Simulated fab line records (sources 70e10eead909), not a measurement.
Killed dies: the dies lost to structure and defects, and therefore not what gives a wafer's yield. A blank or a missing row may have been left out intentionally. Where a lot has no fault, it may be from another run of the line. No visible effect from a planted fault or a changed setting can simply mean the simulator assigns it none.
Matching of chambers | flow nand-harc | 4 sister chambers for NHARC_A_DECK1_JOINT_ETCHBACK_00 on rie-si-05
The step etches the open film in HBr, target depth 30 nm, time 17.4 s. 8 wafers are shown with their chamber, then 8 later ones without.

## WAFERS PAIRED WITH THEIR CHAMBERS
wafer  | chamber | drypump-motor-current-A (A) | he-backside-leak-sccm (sccm)
L077.1 | 1       | 6.4                         | 3.2
L077.6 | 1       | 6.4                         | 3.2
L081.3 | 0       | 6.2                         | 2.3
L083.5 | 0       | 6.3                         | 2.3
L087.4 | 3       | 5.3                         | 2.7
L087.5 | 3       | 5.3                         | 2.5
L087.6 | 2       | 6.2                         | 2.8
L089.3 | 2       | 6.2                         | 2.8

## WAFERS MISSING THEIR CHAMBER
wafer  | drypump-motor-current-A (A) | he-backside-leak-sccm (sccm)
L089.5 | 6.2                         | 2.8
L089.6 | 5.3                         | 2.6
L095.1 | 6.2                         | 2.4
L095.2 | 6.2                         | 2.9
L095.5 | 6.2                         | 3.0
L094.1 | 6.2                         | 2.4
L094.4 | 6.2                         | 2.8
L094.6 | 5.3                         | 2.6

## THE CHAMBER EACH PASSED THROUGH
wafer  | from the rows above | in truth
L089.5 | 2                   | 2
L089.6 | 3                   | 3
L095.1 | 0                   | 0
L095.2 | 2                   | 2
L095.5 | 2                   | 2
L094.1 | 0                   | 0
L094.4 | 2                   | 2
L094.6 | 3                   | 3
Correct placement for 8 of the 8. From these rows, 0 cannot be placed. Wrongly placed: 0.
How it was worked out, from the rows above alone: a wafer's distance from a chamber is the root of the sum, over the readings, of the square of ((its reading less the chamber's mean) divided by the reading's scatter). The wafer belongs to the nearest chamber; if the next one is less than 2 further off, it can't be placed. Each chamber's mean is taken over the wafers shown for it. How the scatter is found: for the shown wafers, subtract from each reading the mean of its chamber, square and add these, divide the total by (wafers less chambers), then take the root.
